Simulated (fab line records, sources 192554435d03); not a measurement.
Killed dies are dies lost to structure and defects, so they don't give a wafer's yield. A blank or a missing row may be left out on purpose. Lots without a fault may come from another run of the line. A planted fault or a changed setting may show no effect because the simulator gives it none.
fab line records | flow n5_finfet | part 1 of 2: steps 1 to 26 of 34
record lots=5 wafers=15 last_day=17
route steps=1938 shown BEOL_M11@1590 BEOL_M12@1602
lots that met no fault: from a run of the same line without faults
start_h: hours from the record's first day to the start of the lot's first wafer shown | wait_h: hours since the lot's step before | " the same as in the row above | L1.1+2: a row that stands for several wafers | - no value, or no start given | * or withheld: withheld | < > ~ a bound
route shown NAME@n: a module of which the file shows steps, and the number in the route of the first | usual: mean/standard deviation of fault-free wafers | same: alike in all rows | chamber/n: place in a boat | sites: the reading at each site | _std_site: their standard deviation | _edge_site: outer sites' mean less inner sites' | radius_mm: how far each site lies from the wafer's centre | mask NAME#n: copy n | behind: the tool/chamber that last shaped the wafer | hold: why the lot was held/for how many hours/how that ended | device: the transistor (n, p or np) that didn't switch | end of line: the same wafers' tests at the end of the route | a step without rows: its recipe alone | killed: dies lost to structure and defects at the first sort, not the wafer's yield | map: a wafer's dies, x killed, . not, _ none there
set.NAME: the setting as run; set.NAME@STEP: as run at that earlier step | model.NAME: the simulator's own value behind a step, which no gauge read
lots at some steps of the route; a table a step, a row a wafer
services: from which hour (start_h, from the record's first day; less than 0 if before it) a tool's chamber was out of use, for how many hours, and why
## steps
# step N5_BEOL_M11_ALD_74
# recipe material=TaN target_thk_a=20 temp_c=275 ald_precursor_family=PDMAT ald_co_reactant=NH3 pressure_torr=3 carrier_flow_sccm=1500 pulse_time_s=2 purge_time_s=3 co_reactant_purge_time_s=2 co_reactant_pulse_time_s=3 ald_cycles=40 precursor_vessel_temp_c=75 precursor_vessel_pressure_torr=26.25 precursor_vessel_carrier_sccm=1000
# usual heater_power_w=429/51 mfc_carrier_sccm=1500/4.4
# columns lot.wafer tool chamber start_h wait_h heater_power_w mfc_carrier_sccm
L077.1 ald_metal-04 2 245.77 0.0 467 1503
L077.5 " 2 " " 477 1498
L077.6 " 3 " " 386 1500
L084.3 ald_metal-04 1 309.81 0.1 395 1502
L084.4 " 0 " " 416 1503
L084.5 " 1 " " 402 1499
L089.2 ald_metal-02 1 320.74 0.0 374 1504
L089.3 " 0 " " 422 1497
L089.5 " 2 " " 524 1497
L095.1 ald_metal-02 2 360.76 0.1 535 1496
L095.3 " 3 " " 442 1506
L095.6 " 1 " " 381 1493
L097.1 ald_metal-02 1 373.76 0.1 380 1499
L097.2 " 2 " " 528 1502
L097.5 " 0 " " 426 1503
# step N5_BEOL_M11_SURFACE_TREAT_76
# recipe gas=Ar time_s=* ion_energy_ev=* ion_current_ma_cm2=0.5 pressure_mtorr=* ar_flow_sccm=30
# usual throttle_valve_pct=*
# columns lot.wafer tool chamber start_h wait_h throttle_valve_pct
L077.1 pvd_sputter-02 - 246.14 0.2 *
L077.5 " - " " *
L077.6 " - " " *
L084.3 pvd_sputter-01 - 310.09 0.2 *
L084.4 " - " " *
L084.5 " - " " *
L089.2 pvd_sputter-01 - 321.02 0.2 *
L089.3 " - " " *
L089.5 " - " " *
L095.1 pvd_sputter-02 - 361.09 0.2 *
L095.3 " - " " *
L095.6 " - " " *
L097.1 pvd_sputter-02 - 374.23 0.3 *
L097.2 " - " " *
L097.5 " - " " *
# step N5_BEOL_M11_CVD_75
# recipe material=Co target_thk_a=20 temp_c=withheld precursor=CCTBA/H2 pressure_torr=30 time_s=138.9
# columns lot.wafer tool chamber start_h wait_h
L077.1+5+6 cvd_co-02 1,0,1 246.20 0.0
L084.3+4+5 cvd_co-02 1,1,2 310.38 0.3
L089.2+3+5 cvd_co-02 2,1,0 321.08 0.0
L095.1+3+6 cvd_co-01 1,0,0 361.38 0.3
L097.1+2+5 cvd_co-02 2,0,2 374.29 0.0
# step N5_BEOL_M11_SPUTTER_48
# recipe material=Cu target_thk_a=120 temp_c=-20 bias_v=60 power_w=26000 chamber_pressure_pa=0.13 time_s=2
# usual chamber_pressure_pa=0.12997/0.00026 throttle_valve_pct=30.2/0.97
# columns lot.wafer tool chamber start_h wait_h chamber_pressure_pa throttle_valve_pct
L077.1 pvd_sputter-02 - 246.32 0.1 0.13004 29.5
L077.5 " - " " 0.13025 29.9
L077.6 " - " " 0.13015 29.4
L084.3 pvd_sputter-03 - 311.98 1.6 0.13025 30.2
L084.4 " - " " 0.13007 28.6
L084.5 " - " " 0.12982 28.4
L089.2 pvd_sputter-02 - 321.19 0.1 0.12979 29.9
L089.3 " - " " 0.1298 31.5
L089.5 " - " " 0.13021 30.2
L095.1 pvd_sputter-01 - 361.94 0.5 0.13021 31.8
L095.3 " - " " 0.12996 31.3
L095.6 " - " " 0.13024 28.9
L097.1 pvd_sputter-02 - 374.47 0.1 0.12952 29.6
L097.2 " - " " 0.1297 29.9
L097.5 " - " " 0.12957 29.5
# step N5_BEOL_M11_ECD_50
# recipe material=Cu target_thk_a=3180
# columns lot.wafer tool chamber start_h wait_h
L077.1+5+6 ecd_cu-02 0,1,0 246.44 0.1
L084.3+4+5 ecd_cu-01 0,1,1 312.13 0.1
L089.2+3+5 ecd_cu-01 0,0,1 321.31 0.1
L095.1+3+6 ecd_cu-01 1 362.10 0.1
L097.1+2+5 ecd_cu-01 1,0,0 374.59 0.1
# step N5_BEOL_M11_ANNEAL_51
# recipe temp_c=225 time_s=90 ambient=N2
# usual anneal_temp_c=225.01/0.18 wafer_temp_C_max=226.1/0.5
# columns lot.wafer tool chamber start_h wait_h anneal_temp_c wafer_temp_C_max
L077.1 rtp_anneal-02 0 246.55 0.1 224.69 226.4
L077.5 " 0 " " 224.78 226.7
L077.6 " 0 " " 224.96 227.0
L084.3 rtp_anneal-01 0 312.38 0.2 225.05 225.6
L084.4 " 0 " " 224.86 225.7
L084.5 " 0 " " 225.30 226.0
L089.2 rtp_anneal-02 0 321.96 0.6 225.24 226.8
L089.3 " 0 " " 225.01 226.9
L089.5 " 0 " " 225.26 227.1
L095.1 rtp_anneal-01 0 362.42 0.3 225.15 225.8
L095.3 " 0 " " 224.92 226.0
L095.6 " 0 " " 224.76 225.7
L097.1 rtp_anneal-01 0 374.70 0.1 224.59 225.5
L097.2 " 0 " " 224.88 225.9
L097.5 " 0 " " 224.74 225.4
# step N5_BEOL_M11_CMP_52
# recipe stop_on=SiCOH_lowk t_overpolish_s=7 down_force_psi=1 platen_rpm=50 clearing_platen_down_force_psi=1.5 clearing_platen_rpm=50 post_cmp_clean=cu_alkaline target_thk_nm=140 clearing_platen_pad_velocity_m_s=0.99484 pad_velocity_m_s=0.99484
# usual barrier_field_endpoint_s=29.0/0.61 clearing_platen_rpm=50.001/0.026 motor_current_A=6.4/0.59 overpolish_run_s=6.999/0.0093 retaining_ring_pressure_frac=1.000/0.0058 time_to_endpoint_s=65.7/2.6
# columns lot.wafer tool chamber start_h wait_h barrier_field_endpoint_s clearing_platen_rpm motor_current_A overpolish_run_s retaining_ring_pressure_frac time_to_endpoint_s
L077.1 cmp-02 0 246.93 0.3 28.7 50.036 5.2 7.011 1.013 64.8
L077.5 " 2 " " 29.9 49.992 5.8 6.992 0.993 67.6
L077.6 " 3 " " 29.0 49.982 5.8 7.002 1.005 66.6
L084.3 cmp-03 0 313.14 0.7 28.5 49.975 6.4 7.013 0.992 65.1
L084.4 " 1 " " 28.7 50.046 6.4 6.986 1.013 65.5
L084.5 " 3 " " 29.6 50.081 6.1 6.996 0.998 69.0
L089.2 cmp-03 0 322.21 0.2 29.1 50.035 5.6 7.009 1.005 68.5
L089.3 " 2 " " 29.2 50.073 7.0 6.996 0.989 67.4
L089.5 " 1 " " 29.0 50.000 6.3 6.987 0.993 65.2
L095.1 cmp-02 2 362.76 0.3 29.6 50.011 5.7 6.987 1.002 70.2
L095.3 " 3 " " 28.6 50.015 5.6 6.987 0.987 68.0
L095.6 " 1 " " 29.3 49.967 6.9 6.982 0.998 68.3
L097.2 cmp-02 1 375.03 0.2 29.0 50.011 7.0 6.990 0.990 64.8
L097.1 " 3 " " 29.8 50.008 5.7 7.005 0.999 68.8
L097.5 " 0 " " 29.6 49.999 5.2 6.990 0.996 68.2
# step N5_BEOL_M11_THK_MEAS_53
# recipe thk_meas_gauge=xrf reads=Cu_of_BEOL_M11_ECD_50
# usual M11_THK=142.3/2.4
# columns lot.wafer tool chamber start_h wait_h M11_THK[nm]
L077.1 film_metro-01 - 247.15 - 139.2
L077.5 " - " " 140.0
L077.6 " - " " 144.4
L084.3 film_metro-01 - 313.39 - 141.2
L084.4 " - " " 139.2
L084.5 " - " " 141.2
L089.2 film_metro-01 - 322.51 - 140.8
L089.3 " - " " 141.4
L089.5 " - " " 141.7
L095.1 film_metro-02 - 363.02 - 145.8
L095.3 " - " " 144.6
L095.6 " - " " 144.1
L097.1 film_metro-02 - 375.29 - 141.3
L097.2 " - " " 142.5
L097.5 " - " " 143.1
# step N5_BEOL_M11_PRE_CLEAN_55
# recipe gas=NH3 time_s=15 temp_c=withheld rf_power_w=300
# columns lot.wafer tool chamber start_h wait_h
L077.1+5+6 pecvd-01 2,1,2 247.19 0.0
L084.3+4+5 pecvd-04 0,1,0 313.43 0.0
L089.2+3+5 pecvd-01 1,1,0 322.54 0.0
L095.1+3+6 pecvd-04 2,0,2 363.05 0.0
L097.1+2+5 pecvd-01 1,0,1 375.33 0.0
# step N5_BEOL_M11_DEP_56
# recipe material=SiCN target_thk_a=300 temp_c=withheld precursor=3MS/NH3 pressure_torr=3 rf_w=675 time_s=10.5
# usual showerhead_plenum_p_Torr=4.167/0.018 throttle_valve_pct=17.8/1
# columns lot.wafer tool chamber start_h wait_h showerhead_plenum_p_Torr throttle_valve_pct
L077.1 pecvd-01 2 247.22 0.0 4.160 17.3
L077.5 " 1 " " 4.172 17.9
L077.6 " 2 " " 4.155 17.3
L084.3 pecvd-04 0 313.45 0.0 4.189 18.0
L084.4 " 1 " " 4.163 16.3
L084.5 " 0 " " 4.203 17.7
L089.2 pecvd-01 1 322.58 0.0 4.167 17.7
L089.3 " 1 " " 4.171 17.7
L089.5 " 0 " " 4.169 19.1
L095.1 pecvd-04 2 363.08 0.0 4.161 17.3
L095.3 " 0 " " 4.194 18.0
L095.6 " 2 " " 4.157 17.3
L097.1 pecvd-01 1 375.35 0.0 4.174 17.9
L097.2 " 0 " " 4.183 19.2
L097.5 " 1 " " 4.176 17.9
# step N5_BEOL_M11_RS_MEAS_57
# recipe thk_meas_gauge=four-point-probe reads=Cu_of_BEOL_M11_ECD_50+Co_of_BEOL_M11_CVD_75+TaN_of_BEOL_M11_ALD_74
# usual M11_RS=0.1500/0.0024
# columns lot.wafer tool chamber start_h wait_h M11_RS[ohm/sq]
L077.1 film_metro-01 - 247.28 0.0 0.1546
L077.5 " - " " 0.1532
L077.6 " - " " 0.1482
L084.3 film_metro-01 - 313.52 0.0 0.1505
L084.4 " - " " 0.1521
L084.5 " - " " 0.1495
L089.2 film_metro-02 - 322.66 0.1 0.1506
L089.3 " - " " 0.1496
L089.5 " - " " 0.1501
L095.1 film_metro-01 - 363.14 0.0 0.1468
L095.3 " - " " 0.1485
L095.6 " - " " 0.1494
L097.1 film_metro-01 - 375.41 0.0 0.1507
L097.2 " - " " 0.1506
L097.5 " - " " 0.1504
# step N5_BEOL_M11_INSPECT_58
# recipe inspect_instrument=darkfield mode=post_dep
# usual raw_defect_count=75/24
# columns lot.wafer tool chamber start_h wait_h raw_defect_count
L077.1 defect_inspect-01 - 247.30 0.0 52
L077.5 " - " " 70
L077.6 " - " " 71
L084.3 defect_inspect-02 - 313.54 0.0 79
L084.4 " - " " 68
L084.5 " - " " 91
L089.2 defect_inspect-02 - 322.69 0.0 26
L089.3 " - " " 32
L089.5 " - " " 44
L095.1 defect_inspect-02 - 363.17 0.0 59
L095.3 " - " " 71
L095.6 " - " " 53
L097.1 defect_inspect-02 - 375.44 0.0 102
L097.2 " - " " 118
L097.5 " - " " 135
# step N5_BEOL_M12_ILD_DEP_00
# recipe material=SiOC target_thk_a=6589.2 temp_c=350 precursor=DEMS/O2 pressure_torr=5 rf_w=500 time_s=130.7
# usual heater_power_w=490/82 showerhead_plenum_p_Torr=5.701/0.016 throttle_valve_pct=11.8/0.72
# columns lot.wafer tool chamber start_h wait_h heater_power_w showerhead_plenum_p_Torr throttle_valve_pct
L077.1 pecvd-03 2 247.34 0.0 576 5.703 11.4
L077.5 " 0 " " 508 5.724 11.5
L077.6 " 2 " " 584 5.714 11.7
L084.3 pecvd-02 1 313.58 0.0 404 5.683 12.9
L084.4 " 2 " " 389 5.710 11.0
L084.5 " 0 " " 653 5.678 13.4
L089.2 pecvd-04 1 322.72 0.0 576 5.697 11.0
L089.3 " 2 " " 446 5.701 11.3
L089.5 " 1 " " 462 5.704 10.9
L095.1 pecvd-02 1 363.21 0.0 480 5.687 12.8
L095.3 " 2 " " 395 5.704 11.0
L095.6 " 1 " " 485 5.675 12.9
L097.1 pecvd-02 1 375.48 0.0 447 5.675 12.8
L097.2 " 0 " " 543 5.675 13.2
L097.5 " 1 " " 471 5.683 12.6
# step N5_BEOL_M12_THK_MEAS_01
# recipe reads=SiOC_of_BEOL_M12_ILD_DEP_00
# usual M12_ILD_THK=658/8.5
# columns lot.wafer tool chamber start_h wait_h M12_ILD_THK[nm]
L077.1 film_metro-01 - 247.47 0.1 656
L077.5 " - " " 665
L077.6 " - " " 666
L084.3 film_metro-02 - 313.71 0.1 660
L084.4 " - " " 663
L084.5 " - " " 659
L089.2 film_metro-02 - 322.85 0.1 656
L089.3 " - " " 649
L089.5 " - " " 666
L095.1 film_metro-02 - 363.34 0.1 656
L095.3 " - " " 645
L095.6 " - " " 666
L097.1 film_metro-01 - 375.61 0.1 652
L097.2 " - " " 644
L097.5 " - " " 663
# step N5_BEOL_M12_COAT_58
# recipe resist=BARC temp_c=205 time_s=60 spin_rpm=1500 resist_thk_nm=89
# columns lot.wafer tool chamber start_h wait_h
L077.1+5+6 litho_track-03 0 247.50 0.0
L084.3+4+5 litho_track-04 0 313.74 0.0
L089.2+3+5 litho_track-01 0 322.89 0.0
L095.1+3+6 litho_track-04 0 363.37 0.0
L097.1+2+5 litho_track-01 0 375.64 0.0
# step N5_BEOL_M12_COAT_04
# recipe spin_rpm=1625 resist_thk_nm=400
# columns lot.wafer tool chamber start_h wait_h
L077.1+5+6 litho_track-03 0 - -
L084.3+4+5 litho_track-04 0 - -
L089.2+3+5 litho_track-01 0 - -
L095.1+3+6 litho_track-04 0 - -
L097.1+2+5 litho_track-01 0 - -
# step N5_BEOL_M12_EBR_06
# recipe solvent=PGMEA ebr_width_mm=1.5
# columns lot.wafer tool chamber start_h wait_h
L077.1+5+6 litho_track-03 0 - -
L084.3+4+5 litho_track-04 0 - -
L089.2+3+5 litho_track-01 0 - -
L095.1+3+6 litho_track-04 0 - -
L097.1+2+5 litho_track-01 0 - -
# step N5_BEOL_M12_SOFTBAKE_05
# recipe temp_c=130 time_s=60
# columns lot.wafer tool chamber start_h wait_h
L077.1+5+6 litho_track-03 0 - -
L084.3+4+5 litho_track-04 0 - -
L089.2+3+5 litho_track-01 0 - -
L095.1+3+6 litho_track-04 0 - -
L097.1+2+5 litho_track-01 0 - -
# step N5_BEOL_M12_EXPOSE_07
# recipe mask_id=V11 na=0.93 source_shape=conventional sigma_outer=0.6 polarization=unpolarized attpsm_phase_deg=180 dose_mj=32.5
# columns lot.wafer tool chamber start_h wait_h mask
L077.1+5+6 krf_scanner-01 0 247.73 - V11#0
L084.3+4+5 krf_scanner-01 0 313.85 - V11#0
L089.2+3+5 krf_scanner-01 0 322.99 - V11#0
L095.1+3+6 krf_scanner-02 0 363.59 - V11#0
L097.1+2+5 krf_scanner-01 0 375.86 - V11#0
# step N5_BEOL_M12_PEB_08
# recipe peb_temp_c=130 peb_time_s=90
# columns lot.wafer tool chamber start_h wait_h
L077.1+5+6 litho_track-03 0 247.79 0.1
L084.3+4+5 litho_track-04 0 313.90 0.0
L089.2+3+5 litho_track-01 0 323.04 0.0
L095.1+3+6 litho_track-01 0 363.65 0.1
L097.1+2+5 litho_track-03 0 375.92 0.1
# step N5_BEOL_M12_DEVELOP_09
# recipe develop_time_s=45 rinse_liquid=diw dry=air_spin dev_temp_c=21
# same develop_time_s=45
# columns lot.wafer tool chamber start_h wait_h
L077.1+5+6 litho_track-03 0 - -
L084.3+4+5 litho_track-04 0 - -
L089.2+3+5 litho_track-01 0 - -
L095.1+3+6 litho_track-01 0 - -
L097.1+2+5 litho_track-03 0 - -
# step N5_BEOL_M12_HARDBAKE_14
# recipe temp_c=130 time_s=120
# columns lot.wafer tool chamber start_h wait_h
L077.1+5+6 litho_track-03 0 - -
L084.3+4+5 litho_track-04 0 - -
L089.2+3+5 litho_track-01 0 - -
L095.1+3+6 litho_track-01 0 - -
L097.1+2+5 litho_track-03 0 - -
# step N5_BEOL_M12_CD_MEAS_10
# recipe target_cd_nm=140 landing_energy_ev=500 detector=se_inlens polarity=opening
# usual cd_nm=140.3/1.5
# columns lot.wafer tool chamber start_h wait_h cd_nm
L077.1 cd_sem-01 0 247.90 - 140.7
L077.5 " 0 " " 142.9
L077.6 " 0 " " 140.3
L084.3 cd_sem-02 0 314.02 - 137.1
L084.4 " 0 " " 138.1
L084.5 " 0 " " 140.3
L089.2 cd_sem-03 0 323.16 - 140.7
L089.3 " 0 " " 139.3
L089.5 " 0 " " 141.9
L095.1 cd_sem-03 0 363.77 - 141.9
L095.3 " 0 " " 141.1
L095.6 " 0 " " 140.8
L097.1 cd_sem-01 0 376.04 - 143.8
L097.2 " 0 " " 144.7
L097.5 " 0 " " 142.8
# step N5_BEOL_M12_OVL_MEAS_11
# recipe points_per_wafer=44
# usual V11_OVL=1/5.2
# columns lot.wafer tool chamber start_h wait_h V11_OVL[nm]
L077.1 overlay-01 0 247.93 0.0 6
L077.5 " 0 " " 3
L077.6 " 0 " " -4
L084.3 overlay-01 0 314.05 0.0 4
L084.4 " 0 " " -1
L084.5 " 0 " " -5
L089.2 overlay-01 0 323.19 0.0 2
L089.3 " 0 " " -4
L089.5 " 0 " " -1
L095.1 overlay-02 0 363.80 0.0 5
L095.3 " 0 " " 8
L095.6 " 0 " " -1
L097.1 overlay-02 0 376.07 0.0 -4
L097.2 " 0 " " -1
L097.5 " 0 " " -5
# step N5_BEOL_M12_INSPECT_12
# recipe mode=adi inspect_instrument=macro
# usual raw_defect_count=2.1/1.3
# columns lot.wafer tool chamber start_h wait_h raw_defect_count
L077.1 defect_inspect-01 - 247.95 0.0 3
L077.5 " - " " 3
L077.6 " - " " 0
L084.3 defect_inspect-02 - 314.07 0.0 3
L084.4 " - " " 2
L084.5 " - " " 3
L089.2 defect_inspect-02 - 323.21 0.0 2
L089.3 " - " " 2
L089.5 " - " " 2
L095.1 defect_inspect-01 - 363.82 0.0 3
L095.3 " - " " 3
L095.6 " - " " 2
L097.1 defect_inspect-01 - 376.09 0.0 0
L097.2 " - " " 6
L097.5 " - " " 2
# step N5_BEOL_M12_DESCUM_15
# recipe chemistry=O2 time_s=7.9 source_power_w=50 bias_power_w=20 pressure_mtorr=20 rf_frequency_hz=2.712e+07 temp_c=40 o2_flow_sccm=225
# usual drypump_motor_current_A=5.7/0.37 oes_product_au=0.81/0.076 rf_vpp_V=243.7/1.3 showerhead_plenum_p_Torr=2.13/0.061 throttle_valve_pct=20.24/0.24
# columns lot.wafer tool chamber start_h wait_h drypump_motor_current_A oes_product_au rf_hours_counter_h rf_vpp_V showerhead_plenum_p_Torr throttle_valve_pct
L077.1 rie_diel-05 1 247.99 0.0 5.7 0.72 165 243.4 2.17 20.22
L077.5 " 3 " " 5.9 0.97 - 243.6 2.06 20.22
L077.6 " 2 " " 5.8 0.87 - 243.9 2.13 19.88
L084.3 rie_diel-05 0 314.10 0.0 5.1 0.83 70 244.7 2.21 20.45
L084.4 " 1 " " 5.7 0.70 192 244.0 2.16 20.28
L084.5 " 0 " " 5.0 0.82 - 245.6 2.21 20.48
L089.2 rie_diel-05 2 323.35 0.1 5.8 0.83 79 244.9 2.12 19.91
L089.3 " 1 " " 5.7 0.69 195 245.2 2.16 20.28
L089.5 " 2 " " 5.8 0.83 - 244.2 2.12 19.92
L095.1 rie_diel-05 1 363.85 0.0 5.7 0.68 213 242.9 2.15 20.31
L095.3 " 2 " " 5.8 0.81 97 244.8 2.11 19.93
L095.6 " 0 " " 5.1 0.81 - 244.1 2.20 20.48
L097.1 rie_diel-04 1 376.13 0.0 6.0 0.76 132 242.5 2.10 20.09
L097.2 " 2 " " 5.9 0.74 164 242.2 2.09 20.72
L097.5 " 3 " " 5.5 0.82 - 243.2 2.11 20.15
